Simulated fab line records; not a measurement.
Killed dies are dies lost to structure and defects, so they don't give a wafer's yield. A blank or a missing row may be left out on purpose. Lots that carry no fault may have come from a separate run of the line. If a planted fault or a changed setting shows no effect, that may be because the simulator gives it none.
fab line records | flow n5-finfet | part 1 of 2: steps 1 to 23 of 32
[record] lots = 5 | wafers = 15 | last-day = 17
route steps=1938 shown BEOL_M14@1738
lots with no fault: from the same line, run without faults
start-h: hours from the record's opening day to when the first of the lot's shown wafers began | wait-h: hours from the lot's prior step to this one | " identical to the entry in the row above | L1.1+2: a single row standing in for several wafers | - value missing, or start not given | * or withheld: withheld | < > ~ a bound
route shown NAME@n: a module of which the file shows steps, and the number in the route of the first | usual: mean and standard deviation over wafers with no fault | same: alike in all rows | chamber/n: place in a boat | sites: readings site by site | _std_site: the values' standard deviation | _edge_site: outer sites' mean less inner sites' | radius-mm: for every site, how far away it sits from the centre of the wafer | mask NAME#n: copy n | behind: the most recent tool/chamber to have shaped the wafer | hold: cause of the lot's hold/its duration in hours/its outcome | device: the n, p or np transistor that did not switch | end of line: the same wafers' tests at the end of the route | where a step has no rows: the recipe by itself | killed: dies lost to structure and defects at the first sort, not the wafer's yield | map: a wafer's dies, x killed, . not, _ none there
set.NAME: the run value of the setting; set.NAME@STEP: its run value at that earlier step | model.NAME: the simulator's own value behind a step, which no gauge read
certain route steps with their lots: each step a table, each wafer a row
services: from which hour (start-h, from the record's first day; less than 0 if before it) a tool's chamber was out of use, for how many hours, and why
[[steps]]
[step N5_BEOL_M14_COAT_66]
[recipe] resist = SiARC | temp-c = 220 | time-s = 60 | spin-rpm = 1500 | resist-thk-nm = 110
[same] time-s = 60
lot.wafer  | tool           | chamber | start-h | wait-h
L076.1+3+5 | litho-track-02 | 0       | -       | -
L081.1+3+5 | litho-track-03 | 0       | -       | -
L088.3+4+5 | litho-track-05 | 0       | -       | -
L093.2+4+6 | litho-track-02 | 0       | -       | -
L092.2+4+5 | litho-track-03 | 0       | -       | -
[step N5_BEOL_M14_COAT_22]
[recipe] spin-rpm = 2888 | resist-thk-nm = 300
lot.wafer  | tool           | chamber | start-h | wait-h
L076.1+3+5 | litho-track-02 | 0       | -       | -
L081.1+3+5 | litho-track-03 | 0       | -       | -
L088.3+4+5 | litho-track-05 | 0       | -       | -
L093.2+4+6 | litho-track-02 | 0       | -       | -
L092.2+4+5 | litho-track-03 | 0       | -       | -
[step N5_BEOL_M14_EBR_24]
[recipe] solvent = PGMEA | ebr-width-mm = 1.5
lot.wafer  | tool           | chamber | start-h | wait-h
L076.1+3+5 | litho-track-02 | 0       | -       | -
L081.1+3+5 | litho-track-03 | 0       | -       | -
L088.3+4+5 | litho-track-05 | 0       | -       | -
L093.2+4+6 | litho-track-02 | 0       | -       | -
L092.2+4+5 | litho-track-03 | 0       | -       | -
[step N5_BEOL_M14_SOFTBAKE_23]
[recipe] temp-c = 130 | time-s = 60
[same] time-s = 60
lot.wafer  | tool           | chamber | start-h | wait-h
L076.1+3+5 | litho-track-02 | 0       | -       | -
L081.1+3+5 | litho-track-03 | 0       | -       | -
L088.3+4+5 | litho-track-05 | 0       | -       | -
L093.2+4+6 | litho-track-02 | 0       | -       | -
L092.2+4+5 | litho-track-03 | 0       | -       | -
[step N5_BEOL_M14_EXPOSE_25]
[recipe] mask-id = M14 | na = 0.8 | source-shape = annular | sigma-inner = 0.5 | sigma-outer = 0.8 | polarization = unpolarized | target-cd-nm = 280 | dose-mj = 26.6
lot.wafer  | tool           | chamber | start-h | wait-h | mask
L076.1+3+5 | krf-scanner-01 | 0       | 249.88  | -      | M14#0
L081.1+3+5 | krf-scanner-01 | 0       | 313.81  | -      | M14#0
L088.3+4+5 | krf-scanner-01 | 0       | 351.08  | -      | M14#0
L093.2+4+6 | krf-scanner-02 | 0       | 364.47  | -      | M14#0
L092.2+4+5 | krf-scanner-01 | 0       | 370.10  | -      | M14#0
[step N5_BEOL_M14_PEB_26]
[recipe] peb-temp-c = 130 | peb-time-s = 90
[same] peb-time-s = 90
lot.wafer  | tool           | chamber | start-h | wait-h
L076.1+3+5 | litho-track-03 | 0       | 249.94  | 0.1
L081.1+3+5 | litho-track-03 | 0       | 313.87  | 0.1
L088.3+4+5 | litho-track-02 | 0       | 351.13  | 0.0
L093.2+4+6 | litho-track-02 | 0       | 364.52  | 0.0
L092.2+4+5 | litho-track-05 | 0       | 370.16  | 0.0
[step N5_BEOL_M14_DEVELOP_27]
[recipe] develop-time-s = 45 | rinse-liquid = diw | dry = air-spin | dev-temp-c = 21
lot.wafer  | tool           | chamber | start-h | wait-h
L076.1+3+5 | litho-track-03 | 0       | -       | -
L081.1+3+5 | litho-track-03 | 0       | -       | -
L088.3+4+5 | litho-track-02 | 0       | -       | -
L093.2+4+6 | litho-track-02 | 0       | -       | -
L092.2+4+5 | litho-track-05 | 0       | -       | -
[step N5_BEOL_M14_HARDBAKE_32]
[recipe] temp-c = 130 | time-s = 120
[same] time-s = 120
lot.wafer  | tool           | chamber | start-h | wait-h
L076.1+3+5 | litho-track-03 | 0       | -       | -
L081.1+3+5 | litho-track-03 | 0       | -       | -
L088.3+4+5 | litho-track-02 | 0       | -       | -
L093.2+4+6 | litho-track-02 | 0       | -       | -
L092.2+4+5 | litho-track-05 | 0       | -       | -
[step N5_BEOL_M14_CD_MEAS_28]
[recipe] target-cd-nm = 284.4 | landing-energy-ev = 500 | detector = se-inlens
[usual] cd-nm = 284.8/1.4
lot.wafer | tool      | chamber | start-h | wait-h | cd-nm
L076.1    | cd-sem-02 | 0       | 250.05  | -      | 284.9
L076.3    | "         | 0       | "       | "      | 284.4
L076.5    | "         | 0       | "       | "      | 286.2
L081.1    | cd-sem-01 | 0       | 313.98  | -      | 284.6
L081.3    | "         | 0       | "       | "      | 282.4
L081.5    | "         | 0       | "       | "      | 285.2
L088.3    | cd-sem-02 | 0       | 351.24  | -      | 286.5
L088.4    | "         | 0       | "       | "      | 286.3
L088.5    | "         | 0       | "       | "      | 284.3
L093.2    | cd-sem-02 | 0       | 364.64  | -      | 286.2
L093.4    | "         | 0       | "       | "      | 284.5
L093.6    | "         | 0       | "       | "      | 284.7
L092.2    | cd-sem-03 | 0       | 370.27  | -      | 285.3
L092.4    | "         | 0       | "       | "      | 284.3
L092.5    | "         | 0       | "       | "      | 285.0
[step N5_BEOL_M14_OVL_MEAS_29]
[recipe] points-per-wafer = 44
[usual] M14_OVL = 5/5.6
lot.wafer | tool       | chamber | start-h | wait-h | M14_OVL[nm]
L076.1    | overlay-02 | 0       | 250.09  | 0.0    | 10
L076.3    | "          | 0       | "       | "      | 16
L076.5    | "          | 0       | "       | "      | 9
L081.1    | overlay-01 | 0       | 314.01  | 0.0    | -7
L081.3    | "          | 0       | "       | "      | -1
L081.5    | "          | 0       | "       | "      | 4
L088.3    | overlay-01 | 0       | 351.27  | 0.0    | 0
L088.4    | "          | 0       | "       | "      | 8
L088.5    | "          | 0       | "       | "      | -2
L093.2    | overlay-02 | 0       | 364.67  | 0.0    | 17
L093.4    | "          | 0       | "       | "      | 15
L093.6    | "          | 0       | "       | "      | 20
L092.2    | overlay-02 | 0       | 370.30  | 0.0    | 13
L092.4    | "          | 0       | "       | "      | 13
L092.5    | "          | 0       | "       | "      | 2
[step N5_BEOL_M14_INSPECT_30]
[recipe] mode = adi | inspect-instrument = macro
[usual] raw-defect-count = 2.2/1.5
lot.wafer | tool              | chamber | start-h | wait-h | raw-defect-count
L076.1    | defect-inspect-02 | -       | 250.11  | 0.0    | 1
L076.3    | "                 | -       | "       | "      | 1
L076.5    | "                 | -       | "       | "      | 1
L081.1    | defect-inspect-01 | -       | 314.04  | 0.0    | 4
L081.3    | "                 | -       | "       | "      | 2
L081.5    | "                 | -       | "       | "      | 0
L088.3    | defect-inspect-02 | -       | 351.29  | 0.0    | 2
L088.4    | "                 | -       | "       | "      | 1
L088.5    | "                 | -       | "       | "      | 1
L093.2    | defect-inspect-01 | -       | 364.69  | 0.0    | 1
L093.4    | "                 | -       | "       | "      | 1
L093.6    | "                 | -       | "       | "      | 3
L092.2    | defect-inspect-02 | -       | 370.33  | 0.0    | 1
L092.4    | "                 | -       | "       | "      | 4
L092.5    | "                 | -       | "       | "      | 0
[step N5_BEOL_M14_DESCUM_33]
[recipe] chemistry = O2 | time-s = 7.9 | source-power-w = 50 | bias-power-w = 20 | pressure-mtorr = 20 | rf-frequency-hz = 2.712e+07 | temp-c = 40 | o2-flow-sccm = 225
[usual] drypump-motor-current-A = 5.5/0.37 | o2-flow-sccm = 224.9/0.66 | oes-product-au = 0.81/0.1 | rf-fwd-power-W = 49.46/0.21 | rf-vpp-V = 243.6/1.2 | showerhead-plenum-p-Torr = 2.12/0.057 | throttle-valve-pct = 20.35/0.27
[same] time-s = 7.9
lot.wafer | tool        | chamber | start-h | wait-h | drypump-motor-current-A | o2-flow-sccm | oes-product-au | rf-fwd-power-W | rf-hours-counter-h | rf-vpp-V | showerhead-plenum-p-Torr | throttle-valve-pct
L076.1    | rie-diel-06 | 0       | 250.14  | 0.0    | 5.2                     | 225.4        | 0.75           | 49.04          | 157                | 244.0    | 2.17                     | 20.65
L076.3    | "           | 2       | "       | "      | 4.9                     | 224.5        | 0.72           | 49.45          | 196                | 244.9    | 2.16                     | 20.21
L076.5    | "           | 3       | "       | "      | 5.6                     | 223.1        | 0.88           | 49.29          | -                  | 242.4    | 2.04                     | 20.43
L081.1    | rie-diel-01 | 1       | 314.07  | 0.0    | 6.2                     | 225.0        | 0.75           | 49.38          | 136                | 242.6    | 2.09                     | 20.37
L081.3    | "           | 3       | "       | "      | 5.2                     | 225.7        | 0.94           | 49.65          | 9                  | 242.4    | 2.06                     | 20.00
L081.5    | "           | 3       | "       | "      | 5.2                     | 224.9        | 0.94           | 49.47          | -                  | 241.0    | 2.06                     | 20.01
L088.3    | rie-diel-01 | 0       | 351.73  | 0.4    | 5.6                     | 225.6        | 0.92           | 49.63          | 37                 | 245.2    | 2.13                     | 19.85
L088.4    | "           | 3       | "       | "      | 5.3                     | 224.7        | 0.91           | 49.47          | -                  | 241.8    | 2.05                     | 20.01
L088.5    | "           | 1       | "       | "      | 6.1                     | 224.7        | 0.75           | 49.58          | -                  | 242.6    | 2.08                     | 20.41
L093.2    | rie-diel-01 | 0       | 365.22  | 0.5    | 5.6                     | 225.0        | 0.91           | 49.26          | 43                 | 243.9    | 2.13                     | 19.85
L093.4    | "           | 3       | "       | "      | 5.2                     | 225.9        | 0.88           | 49.80          | -                  | 243.7    | 2.05                     | 20.05
L093.6    | "           | 0       | "       | "      | 5.6                     | 223.6        | 0.90           | 49.41          | -                  | 243.4    | 2.13                     | 19.88
L092.2    | rie-diel-02 | 0       | 370.36  | 0.0    | 5.2                     | 225.1        | 0.81           | 49.46          | 101                | 243.5    | 2.20                     | 20.51
L092.4    | "           | 2       | "       | "      | 5.4                     | 225.8        | 0.91           | 49.88          | 35                 | 243.9    | 2.16                     | 20.40
L092.5    | "           | 0       | "       | "      | 5.2                     | 225.5        | 0.81           | 49.34          | -                  | 245.1    | 2.20                     | 20.51
[step N5_BEOL_M14_ETCH_67]
[recipe] chemistry = CF4 | target = SiARC | target-depth-a = 1430 | time-s = 238.3 | ion-energy-ev = 80 | pressure-mtorr = 40 | source-w = 545 | bias-w = 36 | Ar_flow_sccm = 100 | cf4-flow-sccm = 100 | ends = cleared
[usual] drypump-motor-current-A = 5.5/0.37 | etch-rf-on-time-s = 236/5.5 | oes-product-au = 0.69/0.087 | rf-fwd-power-W = 543.3/1.8 | rf-vpp-V = 184.3/0.92 | showerhead-plenum-p-Torr = 2.17/0.052 | throttle-valve-pct = 15.56/0.26
lot.wafer | tool        | chamber | start-h | wait-h | drypump-motor-current-A | etch-rf-on-time-s | oes-product-au | rf-fwd-power-W | rf-hours-counter-h | rf-vpp-V | showerhead-plenum-p-Torr | throttle-valve-pct
L076.1    | rie-diel-06 | 0       | 250.18  | 0.0    | 5.2                     | 232               | 0.64           | 541.4          | 157                | 184.5    | 2.23                     | 15.87
L076.3    | "           | 2       | "       | "      | 4.9                     | 240               | 0.61           | 545.2          | 196                | 186.2    | 2.21                     | 15.47
L076.5    | "           | 3       | "       | "      | 5.7                     | 228               | 0.78           | 542.1          | -                  | 184.3    | 2.09                     | 15.61
L081.1    | rie-diel-01 | 1       | 314.11  | 0.0    | 6.2                     | 236               | 0.65           | 541.7          | 136                | 184.1    | 2.14                     | 15.59
L081.3    | "           | 3       | "       | "      | 5.2                     | 246               | 0.79           | 542.5          | 9                  | 183.6    | 2.11                     | 15.17
L081.5    | "           | 3       | "       | "      | 5.2                     | 246               | 0.78           | 544.9          | -                  | 184.4    | 2.11                     | 15.18
L088.3    | rie-diel-01 | 0       | 351.77  | 0.0    | 5.6                     | 231               | 0.78           | 545.0          | 37                 | 184.4    | 2.19                     | 15.16
L088.4    | "           | 3       | "       | "      | 5.2                     | 241               | 0.76           | 544.2          | -                  | 183.4    | 2.10                     | 15.20
L088.5    | "           | 1       | "       | "      | 6.1                     | 231               | 0.64           | 543.1          | -                  | 183.2    | 2.14                     | 15.63
L093.2    | rie-diel-01 | 0       | 365.26  | 0.0    | 5.6                     | 234               | 0.76           | 543.2          | 43                 | 184.5    | 2.19                     | 15.18
L093.4    | "           | 3       | "       | "      | 5.2                     | 244               | 0.74           | 548.5          | -                  | 182.6    | 2.10                     | 15.21
L093.6    | "           | 0       | "       | "      | 5.6                     | 233               | 0.75           | 544.5          | -                  | 184.8    | 2.19                     | 15.17
L092.2    | rie-diel-02 | 0       | 370.39  | 0.0    | 5.2                     | 242               | 0.69           | 544.6          | 101                | 184.3    | 2.25                     | 15.69
L092.4    | "           | 2       | "       | "      | 5.4                     | 230               | 0.79           | 544.2          | 35                 | 183.3    | 2.19                     | 15.44
L092.5    | "           | 0       | "       | "      | 5.2                     | 240               | 0.69           | 543.3          | -                  | 184.0    | 2.25                     | 15.70
[step N5_BEOL_M14_ETCH_68]
[recipe] chemistry = N2/H2 | target = SOC | mask-material = SiARC | source-w = 3000 | bias-w = 350 | temp-c = 40 | time-s = 450 | ion-energy-ev = 200 | pressure-mtorr = 30 | n2-flow-sccm = 200 | h2-flow-sccm = 200
[usual] drypump-motor-current-A = 5.5/0.37 | h2-flow-sccm = 200.0/0.6 | oes-product-au = 0.80/0.1 | rf-fwd-power-W = 2994/9.9 | rf-vpp-V = 524.5/1.9 | showerhead-plenum-p-Torr = 2.57/0.065 | throttle-valve-pct = 17.72/0.29
[same] time-s = 450
lot.wafer | tool        | chamber | start-h | wait-h | drypump-motor-current-A | h2-flow-sccm | oes-product-au | rf-fwd-power-W | rf-hours-counter-h | rf-vpp-V | showerhead-plenum-p-Torr | throttle-valve-pct
L076.1    | rie-diel-06 | 0       | 250.32  | 0.1    | 5.2                     | 199.9        | 0.76           | 2986           | 158                | 527.1    | 2.65                     | 18.16
L076.3    | "           | 2       | "       | "      | 5.0                     | 199.2        | 0.72           | 2989           | 196                | 525.7    | 2.62                     | 17.64
L076.5    | "           | 3       | "       | "      | 5.7                     | 200.4        | 0.88           | 2988           | -                  | 522.3    | 2.47                     | 17.77
L081.1    | rie-diel-01 | 1       | 314.25  | 0.1    | 6.1                     | 199.8        | 0.75           | 3007           | 136                | 524.1    | 2.55                     | 17.82
L081.3    | "           | 3       | "       | "      | 5.2                     | 199.7        | 0.92           | 2984           | 9                  | 523.5    | 2.50                     | 17.37
L081.5    | "           | 3       | "       | "      | 5.2                     | 200.3        | 0.93           | 2984           | -                  | 522.0    | 2.50                     | 17.38
L088.3    | rie-diel-01 | 0       | 351.92  | 0.1    | 5.6                     | 200.0        | 0.91           | 2995           | 37                 | 524.8    | 2.60                     | 17.34
L088.4    | "           | 3       | "       | "      | 5.2                     | 200.6        | 0.90           | 2994           | -                  | 522.7    | 2.49                     | 17.38
L088.5    | "           | 1       | "       | "      | 6.2                     | 201.0        | 0.74           | 3002           | -                  | 523.7    | 2.54                     | 17.86
L093.2    | rie-diel-01 | 0       | 365.40  | 0.1    | 5.6                     | 199.2        | 0.90           | 3009           | 44                 | 524.5    | 2.59                     | 17.35
L093.4    | "           | 3       | "       | "      | 5.2                     | 200.0        | 0.88           | 3008           | -                  | 520.8    | 2.49                     | 17.42
L093.6    | "           | 0       | "       | "      | 5.6                     | 199.7        | 0.89           | 3013           | -                  | 525.7    | 2.59                     | 17.35
L092.2    | rie-diel-02 | 0       | 370.54  | 0.1    | 5.2                     | 200.8        | 0.81           | 2998           | 101                | 526.3    | 2.68                     | 17.93
L092.4    | "           | 2       | "       | "      | 5.4                     | 198.8        | 0.91           | 3007           | 35                 | 524.6    | 2.58                     | 17.49
L092.5    | "           | 0       | "       | "      | 5.3                     | 200.3        | 0.82           | 2981           | -                  | 527.0    | 2.68                     | 17.91
[step N5_BEOL_M14_STRIP_69]
[recipe] chemistry = N2/H2 | temp-c = 40 | n2-flow-sccm = 200 | h2-flow-sccm = 200 | rf-frequency-hz = 6e+07
lot.wafer  | tool        | chamber | start-h | wait-h
L076.1+3+5 | rie-diel-06 | 0,2,3   | 250.59  | 0.1
L081.1+3+5 | rie-diel-01 | 1,3,3   | 314.52  | 0.1
L088.3+4+5 | rie-diel-01 | 0,3,1   | 352.18  | 0.1
L093.2+4+6 | rie-diel-01 | 0,3,0   | 365.67  | 0.1
L092.2+4+5 | rie-diel-02 | 0,2,0   | 370.80  | 0.1
[step N5_BEOL_M14_TRENCH_ETCH_34]
[recipe] chemistry = C4F8/O2/Ar | target = SiO2 | target-depth-a = 5566.5 | mask-material = SOC | he-inner-torr = 15 | he-outer-torr = 30 | time-s = 126.9 | ion-energy-ev = 800 | pressure-mtorr = 20 | source-w = 1905 | bias-w = 2040 | Ar_flow_sccm = 400 | C4F8_flow_sccm = 16 | O2_flow_sccm = 12
[usual] drypump-motor-current-A = 5.5/0.37 | he-inner-torr = 15.00/0.03 | oes-product-au = 0.81/0.1 | rf-fwd-power-W = 1897/5.8 | rf-vpp-V = 2215/40 | showerhead-plenum-p-Torr = 3.48/0.079 | throttle-valve-pct = 30.86/0.22
[same] time-s = 126.9
lot.wafer | tool        | chamber | start-h | wait-h | drypump-motor-current-A | he-inner-torr | oes-product-au | rf-fwd-power-W | rf-hours-counter-h | rf-vpp-V | showerhead-plenum-p-Torr | throttle-valve-pct
L076.1    | rie-diel-06 | 0       | 250.60  | 0.0    | 5.2                     | 14.98         | 0.76           | 1895           | 158                | 2258     | 3.58                     | 31.23
L076.3    | "           | 2       | "       | "      | 4.9                     | 14.99         | 0.71           | 1894           | 197                | 2253     | 3.57                     | 30.86
L076.5    | "           | 3       | "       | "      | 5.7                     | 15.02         | 0.90           | 1905           | -                  | 2168     | 3.37                     | 31.10
L081.1    | rie-diel-01 | 1       | 314.53  | 0.0    | 6.2                     | 15.04         | 0.77           | 1899           | 136                | 2168     | 3.43                     | 30.83
L081.3    | "           | 3       | "       | "      | 5.2                     | 15.02         | 0.92           | 1893           | 10                 | 2229     | 3.40                     | 30.60
L081.5    | "           | 3       | "       | "      | 5.2                     | 14.98         | 0.92           | 1905           | -                  | 2230     | 3.40                     | 30.62
L088.3    | rie-diel-01 | 0       | 352.19  | 0.0    | 5.6                     | 14.99         | 0.92           | 1890           | 37                 | 2150     | 3.53                     | 30.54
L088.4    | "           | 3       | "       | "      | 5.2                     | 15.02         | 0.88           | 1903           | -                  | 2228     | 3.39                     | 30.63
L088.5    | "           | 1       | "       | "      | 6.2                     | 14.98         | 0.75           | 1902           | -                  | 2167     | 3.42                     | 30.83
L093.2    | rie-diel-01 | 0       | 365.68  | 0.0    | 5.6                     | 15.01         | 0.88           | 1893           | 44                 | 2148     | 3.52                     | 30.53
L093.4    | "           | 3       | "       | "      | 5.2                     | 14.96         | 0.86           | 1901           | -                  | 2229     | 3.39                     | 30.63
L093.6    | "           | 0       | "       | "      | 5.6                     | 15.01         | 0.89           | 1891           | -                  | 2149     | 3.53                     | 30.53
L092.2    | rie-diel-02 | 0       | 370.81  | 0.0    | 5.3                     | 15.03         | 0.80           | 1896           | 101                | 2210     | 3.59                     | 30.83
L092.4    | "           | 2       | "       | "      | 5.4                     | 15.01         | 0.92           | 1899           | 35                 | 2249     | 3.50                     | 30.82
L092.5    | "           | 0       | "       | "      | 5.2                     | 15.03         | 0.81           | 1893           | -                  | 2211     | 3.59                     | 30.83
[step N5_BEOL_M14_STRIP_70]
[recipe] chemistry = C4F8/O2/Ar | resist = SiARC | rf-frequency-hz = 6e+07
lot.wafer  | tool        | chamber | start-h | wait-h
L076.1+3+5 | rie-diel-06 | 0,2,3   | 250.71  | 0.1
L081.1+3+5 | rie-diel-01 | 1,3,3   | 314.64  | 0.1
L088.3+4+5 | rie-diel-01 | 0,3,1   | 352.30  | 0.1
L093.2+4+6 | rie-diel-01 | 0,3,0   | 365.79  | 0.1
L092.2+4+5 | rie-diel-02 | 0,2,0   | 370.93  | 0.1
[step N5_BEOL_M14_OCD_MEAS_35]
[usual] trench-depth-nm = 563/14
lot.wafer | tool   | chamber | start-h | wait-h | trench-depth-nm
L076.1    | ocd-02 | -       | 250.75  | 0.0    | 575
L076.3    | "      | -       | "       | "      | 553
L076.5    | "      | -       | "       | "      | 583
L081.1    | ocd-02 | -       | 314.68  | 0.0    | 572
L081.3    | "      | -       | "       | "      | 549
L081.5    | "      | -       | "       | "      | 544
L088.3    | ocd-02 | -       | 352.35  | 0.0    | 571
L088.4    | "      | -       | "       | "      | 545
L088.5    | "      | -       | "       | "      | 565
L093.2    | ocd-02 | -       | 365.83  | 0.0    | 567
L093.4    | "      | -       | "       | "      | 541
L093.6    | "      | -       | "       | "      | 569
L092.2    | ocd-01 | -       | 370.97  | 0.0    | 551
L092.4    | "      | -       | "       | "      | 584
L092.5    | "      | -       | "       | "      | 547
[step N5_BEOL_M14_STRIP_37]
[recipe] chemistry = O2 | power-w = 600 | temp-c = 60 | pressure-mtorr = 30 | rf-frequency-hz = 6e+07 | bias-power-w = 0 | overash-fraction = 0.3 | o2-flow-sccm = 225
[usual] drypump-motor-current-A = 5.5/0.37 | o2-flow-sccm = 225.0/0.63 | oes-product-au = 0.80/0.097 | rf-vpp-V = 3.6/1 | showerhead-plenum-p-Torr = 2.12/0.056 | throttle-valve-pct = 16.62/0.27
lot.wafer | tool        | chamber | start-h | wait-h | drypump-motor-current-A | o2-flow-sccm | oes-product-au | rf-hours-counter-h | rf-vpp-V | showerhead-plenum-p-Torr | throttle-valve-pct
L076.1    | rie-diel-06 | 0       | 252.42  | 1.7    | 5.1                     | 224.1        | 0.76           | 158                | 5.0      | 2.18                     | 16.91
L076.3    | "           | 3       | "       | "      | 5.6                     | 224.6        | 0.87           | 47                 | 4.1      | 2.04                     | 16.63
L076.5    | "           | 0       | "       | "      | 5.2                     | 224.6        | 0.76           | -                  | 4.3      | 2.18                     | 16.90
L081.1    | rie-diel-06 | 2       | 315.33  | 0.6    | 4.9                     | 224.5        | 0.71           | 217                | 3.3      | 2.16                     | 16.57
L081.3    | "           | 1       | "       | "      | 5.6                     | 224.9        | 0.69           | 248                | 2.7      | 2.17                     | 16.77
L081.5    | "           | 2       | "       | "      | 4.9                     | 224.1        | 0.70           | -                  | 4.0      | 2.16                     | 16.51
L088.3    | rie-diel-02 | 1       | 353.98  | 1.6    | 5.6                     | 224.2        | 0.99           | 2                  | 3.2      | 2.16                     | 16.51
L088.4    | "           | 1       | "       | "      | 5.6                     | 224.3        | 1.01           | -                  | 3.3      | 2.16                     | 16.51
L088.5    | "           | 3       | "       | "      | 5.9                     | 224.4        | 0.69           | -                  | 3.5      | 2.08                     | 16.91
L093.2    | rie-diel-01 | 1       | 367.84  | 2.0    | 6.1                     | 224.4        | 0.73           | 159                | 2.2      | 2.08                     | 16.68
L093.4    | "           | 1       | "       | "      | 6.1                     | 224.5        | 0.74           | -                  | 3.2      | 2.08                     | 16.66
L093.6    | "           | 0       | "       | "      | 5.6                     | 225.9        | 0.88           | -                  | 4.0      | 2.13                     | 16.15
L092.2    | rie-diel-01 | 2       | 378.00  | 7.0    | 4.8                     | 225.4        | 0.96           | 1                  | 3.6      | 2.05                     | 16.25
L092.4    | "           | 0       | "       | "      | 5.6                     | 225.2        | 0.90           | 49                 | 4.7      | 2.13                     | 16.17
L092.5    | "           | 1       | "       | "      | 6.1                     | 225.0        | 0.73           | -                  | 3.9      | 2.08                     | 16.69
[step N5_BEOL_M14_ETCH_38]
[recipe] chemistry = CF4/N2 | target = SiCN | target-depth-a = 1065 | taper-deg = 2 | time-s = 120.6 | ion-energy-ev = 150 | mask-material = SiO2 | pressure-mtorr = 40 | source-w = 430 | bias-w = 70 | Ar_flow_sccm = 100 | cf4-flow-sccm = 60 | n2-flow-sccm = 60
[usual] drypump-motor-current-A = 5.5/0.37 | oes-product-au = 0.81/0.097 | rf-fwd-power-W = 428.7/1.2 | rf-vpp-V = 382.9/1.5 | showerhead-plenum-p-Torr = 2.23/0.054 | throttle-valve-pct = 15.40/0.26
[same] time-s = 120.6
lot.wafer | tool        | chamber | start-h | wait-h | drypump-motor-current-A | oes-product-au | rf-fwd-power-W | rf-hours-counter-h | rf-vpp-V | showerhead-plenum-p-Torr | throttle-valve-pct
L076.1    | rie-diel-06 | 0       | -       | -      | 5.2                     | 0.75           | 428.2          | 158                | 385.3    | 2.29                     | 15.70
L076.3    | "           | 3       | "       | "      | 5.7                     | 0.90           | 428.3          | 47                 | 380.9    | 2.15                     | 15.41
L076.5    | "           | 0       | "       | "      | 5.2                     | 0.75           | 428.1          | -                  | 383.1    | 2.29                     | 15.70
L081.1    | rie-diel-06 | 2       | -       | -      | 5.0                     | 0.70           | 428.7          | 217                | 384.3    | 2.27                     | 15.35
L081.3    | "           | 1       | "       | "      | 5.6                     | 0.70           | 428.2          | 248                | 384.6    | 2.26                     | 15.47
L081.5    | "           | 2       | "       | "      | 5.0                     | 0.69           | 428.6          | -                  | 383.3    | 2.27                     | 15.34
L088.3    | rie-diel-02 | 1       | -       | -      | 5.7                     | 1.01           | 428.4          | 2                  | 382.5    | 2.27                     | 15.23
L088.4    | "           | 1       | "       | "      | 5.7                     | 1.01           | 429.0          | -                  | 383.2    | 2.27                     | 15.24
L088.5    | "           | 3       | "       | "      | 5.9                     | 0.69           | 429.7          | -                  | 383.8    | 2.18                     | 15.70
L093.2    | rie-diel-01 | 1       | -       | -      | 6.1                     | 0.75           | 428.3          | 159                | 381.2    | 2.20                     | 15.48
L093.4    | "           | 1       | "       | "      | 6.1                     | 0.75           | 428.6          | -                  | 382.3    | 2.20                     | 15.47
L093.6    | "           | 0       | "       | "      | 5.6                     | 0.89           | 428.7          | -                  | 384.5    | 2.26                     | 15.01
L092.2    | rie-diel-01 | 2       | -       | -      | 4.8                     | 0.99           | 429.8          | 1                  | 381.0    | 2.18                     | 15.13
L092.4    | "           | 0       | "       | "      | 5.6                     | 0.89           | 428.9          | 49                 | 383.3    | 2.25                     | 15.01
L092.5    | "           | 1       | "       | "      | 6.1                     | 0.75           | 427.9          | -                  | 381.6    | 2.20                     | 15.50
[step N5_BEOL_M14_PRECLEAN_39]
[recipe] chemistry = residue-remover | time-s = 60 | temp-c = 40
[same] time-s = 60
lot.wafer  | tool         | chamber | start-h | wait-h
L076.1+3+5 | wet-bench-05 | 6,2,1   | 252.62  | -
L081.1+3+5 | wet-bench-02 | 3,6,7   | 315.53  | -
L088.3+4+5 | wet-bench-06 | 1,2,4   | 354.17  | -
L093.2+4+6 | wet-bench-05 | 0,4,2   | 368.03  | -
L092.2+4+5 | wet-bench-02 | 5,2,1   | 378.20  | -
[step N5_BEOL_M14_SRD_40]
[recipe] time-s = 30 | temp-c = 23 | rinse-liquid = diw | dry = n2-spin | spin-rpm = 1500 | dry-time-s = 30
[same] time-s = 30
lot.wafer  | tool         | chamber | start-h | wait-h
L076.1+3+5 | wet-bench-05 | 6,2,1   | 252.64  | 0.0
L081.1+3+5 | wet-bench-02 | 3,6,7   | 315.55  | 0.0
L088.3+4+5 | wet-bench-06 | 1,2,4   | 354.20  | 0.0
L093.2+4+6 | wet-bench-05 | 0,4,2   | 368.05  | 0.0
L092.2+4+5 | wet-bench-02 | 5,2,1   | 378.21  | 0.0
[step N5_BEOL_M14_DEGAS_41]
[recipe] ambient = vacuum | temp-c = 300 | time-s = 60
[usual] heater-power-w = 452/46
[same] time-s = 60
lot.wafer | tool           | chamber | start-h | wait-h | heater-power-w
L076.1    | pvd-sputter-03 | -       | 252.99  | 0.3    | 510
L076.3    | "              | -       | "       | "      | 419
L076.5    | "              | -       | "       | "      | 418
L081.1    | pvd-sputter-01 | -       | 315.84  | 0.3    | 425
L081.3    | "              | -       | "       | "      | 445
L081.5    | "              | -       | "       | "      | 451
L088.3    | pvd-sputter-03 | -       | 355.07  | 0.9    | 475
L088.4    | "              | -       | "       | "      | 428
L088.5    | "              | -       | "       | "      | 480
L093.2    | pvd-sputter-03 | -       | 368.32  | 0.3    | 511
L093.4    | "              | -       | "       | "      | 363
L093.6    | "              | -       | "       | "      | 366
L092.2    | pvd-sputter-01 | -       | 378.63  | 0.4    | 425
L092.4    | "              | -       | "       | "      | 539
L092.5    | "              | -       | "       | "      | 444
